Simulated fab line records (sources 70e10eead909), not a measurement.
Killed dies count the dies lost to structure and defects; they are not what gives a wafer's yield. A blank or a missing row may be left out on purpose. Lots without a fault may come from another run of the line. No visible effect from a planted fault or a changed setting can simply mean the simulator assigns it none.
What tool caused it? ; flow nandHarc ; 12 lots, 36 wafers sampled, at 5 steps of a route of 1302

## WHAT THE GAUGES READ, wafer by wafer
NHARC_HYBRID_BOND_INSPECT_06: inspects for defects (ir void). Usual: rawDefectCount reads 94 (standard deviation 43).
lot;measured;on;rawDefectCount;flag
L722;day 24 01:01;defectInspect-01;103 122 82;
L725;day 24 13:56;defectInspect-01;168 160 144;
L726;day 25 08:13;defectInspect-02;93 108 104;
L727;day 25 08:13;defectInspect-01;89 72 91;
L729;day 27 22:05;defectInspect-01;26 40;
L731;day 27 22:06;defectInspect-02;89 75;
L737;day 29 14:26;defectInspect-01;34 30 33;
L738;day 31 05:01;defectInspect-02;169 209 163;
L741;day 32 16:56;defectInspect-01;82 77 90;
L742;day 32 16:58;defectInspect-01;120 115 92;
L745;day 33 15:05;defectInspect-01;121 128 127;
L744;day 33 15:05;defectInspect-02;34 35 29;

NHARC_END_SORT_01. Usual: defectLimitedYield 91 %, standard deviation 3.1; killedAtArray 53, standard deviation 21; killedAtOther 1.0, standard deviation 1.3; killedAtPeriphery 3.8, standard deviation 2.4; killedDies 58, standard deviation 21; killedOpen 3.4, standard deviation 1.9; killedShort 2.4, standard deviation 1.5; sort_bin_2_pct 3.0 %, standard deviation 1.3; sort_bin_3_pct 0.6 %, standard deviation 0.39; sort_bin_4_pct 4.9 %, standard deviation 1.8; sortNPass 619, standard deviation 21; sortRimYieldPct 88 %, standard deviation 5.3; sortYieldPct 91 %, standard deviation 3.1.
lot;measured;on;defectLimitedYield (%);killedAtArray;killedAtOther;killedAtPeriphery;killedDies;killedOpen;killedShort;sort_bin_2_pct (%);sort_bin_3_pct (%);sort_bin_4_pct (%);sortNPass;sortRimYieldPct (%);sortYieldPct (%);flag
L729;day 28 16:22;prober-02;97 95 0;16 27 23;0 0 0;5 5 654;21 32 677;6 2 2;3 1 5;0.7 1.3 98.1;0.3 0.6 0;2.1 2.8 1.9;656 645 0;96 92 0;97 95 0;OFF
L731;day 28 23:31;prober-01;0 92 92;51 49 51;4 1 2;622 5 3;677 55 56;4 5 5;1 2 7;94.4 3.2 3.0;0.4 0.6 0.6;5.2 4.3 4.7;0 622 621;0 86 86;0 92 92;OFF

## EACH LOT AND THE TOOL THAT RAN IT (in order: tool; ch and the chambers of the sampled wafers; start)
lot;NHARC_P_M0_PVD_21;NHARC_THIN_TSV_DESCUM_14;NHARC_THIN_TSV_ETCH_15
L722;pvdSputter-03, day 6 07:44;rieDiel-08 ch 0,3, day 24 16:04;rieSi-01 ch 0,2,3, day 24 16:44
L725;pvdSputter-01, day 7 12:19;rieDiel-11 ch 1,2,3, day 24 17:17;rieSi-06 ch 0,2,3, day 24 17:56
L726;pvdSputter-02, day 8 00:34;rieDiel-08 ch 0,1,3, day 25 11:04;rieSi-06 ch 0,1,2, day 25 11:43
L727;pvdSputter-03, day 8 07:05;rieDiel-08 ch 0,2, day 25 12:28;rieSi-05 ch 0,2,3, day 25 13:08
L729;pvdSputter-01, day 9 07:43;rieDiel-05 ch 1,2, day 28 02:01;rieSi-01 ch 3, day 28 02:48
L731;pvdSputter-01, day 9 21:16;rieDiel-11 ch 0,2, day 28 03:21;rieSi-06 ch 1, day 28 04:00
L737;pvdSputter-03, day 12 08:20;rieDiel-05 ch 0,1,2, day 29 17:10;rieSi-01 ch 0,2,3, day 29 17:49
L738;pvdSputter-01, day 13 00:05;rieDiel-11 ch 1,2,3, day 31 07:52;rieSi-06 ch 1,2,3, day 31 08:32
L741;pvdSputter-01, day 14 05:12;rieDiel-11 ch 1,2, day 32 22:46;rieSi-06 ch 0,1, day 32 23:26
L742;pvdSputter-01, day 14 09:36;rieDiel-08 ch 0,1,3, day 32 23:58;rieSi-05 ch 0,1,2, day 33 00:37
L745;pvdSputter-01, day 15 12:48;rieDiel-08 ch 0,1,2, day 33 19:02;rieSi-05 ch 0,1, day 33 19:40
L744;pvdSputter-02, day 15 13:40;rieDiel-11 ch 0,2,3, day 33 17:50;rieSi-01 ch 0,1, day 33 18:38
- NHARC_P_M0_PVD_21: deposits Cu, target thk 30 nm, time 20.49 s.
- NHARC_THIN_TSV_DESCUM_14: chemistry O2, time 3 s.
- NHARC_THIN_TSV_ETCH_15: target depth 3000 nm, bosch target overetch cycles 2, bosch etch step 2.8 s.

## AS READ BY THE TOOLS THEMSELVES (means over the sampled wafers that have a number; for cases with no such wafer, the mark the record gives instead)
NHARC_P_M0_PVD_21. Usual: throttleValvePct reads 30.2 % (standard deviation 1.1).
lot;tool;throttleValvePct (%);flag
L722;pvdSputter-03;30.5;
L725;pvdSputter-01;29.7;
L726;pvdSputter-02;30.3;
L727;pvdSputter-03;30.0;
L729;pvdSputter-01;30.0;
L731;pvdSputter-01;30.3;
L737;pvdSputter-03;30.1;
L738;pvdSputter-01;30.2;
L741;pvdSputter-01;31.4;
L742;pvdSputter-01;30.9;
L745;pvdSputter-01;30.7;
L744;pvdSputter-02;31.4;

NHARC_THIN_TSV_DESCUM_14. Usual: drypumpMotorCurrentA 5.87 A, standard deviation 0.27; oesProductAu 0.999 a.u., standard deviation 0.0068; rfVppV 57.6 V, standard deviation 0.88; showerheadPlenumPTorr 1.89 Torr, standard deviation 0.069; throttleValvePct 11.312 %, standard deviation 0.0097.
lot;tool;drypumpMotorCurrentA (A);oesProductAu (a.u.);rfVppV (V);showerheadPlenumPTorr (Torr);throttleValvePct (%);flag
L722;rieDiel-08;6.11;0.996;57.8;1.96;11.311;
L725;rieDiel-11;5.74;1.005;58.4;1.86;11.306;
L726;rieDiel-08;6.06;1.007;57.6;1.93;11.319;
L727;rieDiel-08;6.19;1.002;58.2;1.97;11.313;
L729;rieDiel-05;5.87;1.010;56.4;1.81;11.324;
L731;rieDiel-11;5.88;0.994;57.2;1.88;11.319;
L737;rieDiel-05;5.84;0.992;57.9;1.80;11.319;
L738;rieDiel-11;5.74;1.005;57.4;1.86;11.318;
L741;rieDiel-11;5.92;0.999;57.2;1.87;11.309;
L742;rieDiel-08;6.07;0.995;57.6;1.93;11.303;
L745;rieDiel-08;6.15;1.006;58.0;1.93;11.315;
L744;rieDiel-11;5.72;0.998;56.7;1.86;11.319;

NHARC_THIN_TSV_ETCH_15. Usual: drypumpMotorCurrentA reads 5.7 A (standard deviation 0.46).
lot;tool;drypumpMotorCurrentA (A);flag
L722;rieSi-01;5.6;
L725;rieSi-06;5.6;
L726;rieSi-06;5.7;
L727;rieSi-05;5.5;
L729;rieSi-01;5.3;
L731;rieSi-06;6.2;
L737;rieSi-01;5.6;
L738;rieSi-06;6.0;
L741;rieSi-06;5.7;
L742;rieSi-05;5.4;
L745;rieSi-05;5.0;
L744;rieSi-01;5.8;

## THE ANSWER, worked out from the rows above alone
Rule: take the mean of a lot's wafers that have a number; if it is more than 3 standard deviations from the usual mean, the lot is off. Also off: a lot with no number at a reading for which 4 or more lots have one. The other lots that the step has rows for count as sound. After the gauges, taken in route order, come the tools' own readings; for these a lot's mean is taken, as printed above. At the first step where some lot is off, the reading lying furthest off is the one used; lots without a number count as furthest.
Off: L729, L731, at NHARC_END_SORT_01 (killedAtPeriphery). Neither off nor sound, because the step has no rows for them: L722, L725, L726, L727, L737, L738, L741, L742, L745, L744.
If a tool, at a process step before that reading, ran all the lots that are off and no sound lot after the first of them, it fits. Gauges at NHARC_END_SORT_01: tried the same way as those tools. One candidate fits, namely pvdSputter-01 at NHARC_P_M0_PVD_21. It ran no sound lot before its first lot that is off in this sample, so the start can't be narrowed down.

## WHAT THE SIMULATOR PUT IN
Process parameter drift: pvdSputter-01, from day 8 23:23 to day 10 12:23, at NHARC_P_M0_PVD_21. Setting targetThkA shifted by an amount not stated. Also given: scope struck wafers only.
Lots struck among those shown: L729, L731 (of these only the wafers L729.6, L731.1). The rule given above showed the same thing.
